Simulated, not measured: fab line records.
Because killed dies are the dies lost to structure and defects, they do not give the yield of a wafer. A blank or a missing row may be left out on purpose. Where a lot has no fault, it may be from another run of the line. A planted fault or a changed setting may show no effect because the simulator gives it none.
Chamber matching / flow n5-finfet / N5_BEOL_M1_VIA_ETCH_34 on rie-diel-02 has 4 sister chambers
The step etches the open film in C4F6/O2, target depth 67.8 nm, time 64.4 s. 7 wafers are shown with their chamber, then 9 later ones without.

WAFERS WITH THEIR CHAMBER
wafer=L084.5; chamber=2; showerhead-plenum-p-Torr (Torr)=2.82; drypump-motor-current-A (A)=6.2
wafer=L084.6; chamber=1; showerhead-plenum-p-Torr (Torr)=2.74; drypump-motor-current-A (A)=6.2
wafer=L085.2; chamber=1; showerhead-plenum-p-Torr (Torr)=2.73; drypump-motor-current-A (A)=6.2
wafer=L085.3; chamber=0; showerhead-plenum-p-Torr (Torr)=2.98; drypump-motor-current-A (A)=5.1
wafer=L087.2; chamber=2; showerhead-plenum-p-Torr (Torr)=2.82; drypump-motor-current-A (A)=6.1
wafer=L087.3; chamber=3; showerhead-plenum-p-Torr (Torr)=2.91; drypump-motor-current-A (A)=6.7
wafer=L087.5; chamber=0; showerhead-plenum-p-Torr (Torr)=2.98; drypump-motor-current-A (A)=5.1

WAFERS WITHOUT THEIR CHAMBER
wafer=L090.1; showerhead-plenum-p-Torr (Torr)=2.91; drypump-motor-current-A (A)=6.6
wafer=L090.5; showerhead-plenum-p-Torr (Torr)=2.98; drypump-motor-current-A (A)=5.1
wafer=L090.6; showerhead-plenum-p-Torr (Torr)=2.73; drypump-motor-current-A (A)=6.2
wafer=L093.3; showerhead-plenum-p-Torr (Torr)=2.91; drypump-motor-current-A (A)=6.7
wafer=L093.5; showerhead-plenum-p-Torr (Torr)=2.73; drypump-motor-current-A (A)=6.2
wafer=L093.6; showerhead-plenum-p-Torr (Torr)=2.98; drypump-motor-current-A (A)=5.1
wafer=L097.1; showerhead-plenum-p-Torr (Torr)=2.73; drypump-motor-current-A (A)=6.2
wafer=L097.2; showerhead-plenum-p-Torr (Torr)=2.91; drypump-motor-current-A (A)=6.6
wafer=L097.6; showerhead-plenum-p-Torr (Torr)=2.91; drypump-motor-current-A (A)=6.6

WHICH CHAMBER EACH WENT THROUGH
wafer=L090.1; from the rows above=3; in truth=3
wafer=L090.5; from the rows above=0; in truth=0
wafer=L090.6; from the rows above=1; in truth=1
wafer=L093.3; from the rows above=3; in truth=3
wafer=L093.5; from the rows above=1; in truth=1
wafer=L093.6; from the rows above=0; in truth=0
wafer=L097.1; from the rows above=1; in truth=1
wafer=L097.2; from the rows above=3; in truth=3
wafer=L097.6; from the rows above=3; in truth=3
9 of 9 placed correctly. Can't be placed from these rows: 0. Number placed wrongly: 0.
How it was worked out, from the rows above alone: a wafer's distance from a chamber is the root of the sum, over the readings, of the square of ((its reading less the chamber's mean) divided by the reading's scatter). The wafer belongs to the nearest chamber; if the next one is less than 2 further off, it can't be placed. A chamber's mean is the mean of its shown wafers. The scatter is the square root of a quotient: the sum, over the shown wafers, of each reading's squared deviation from its chamber's mean, divided by wafers minus chambers.
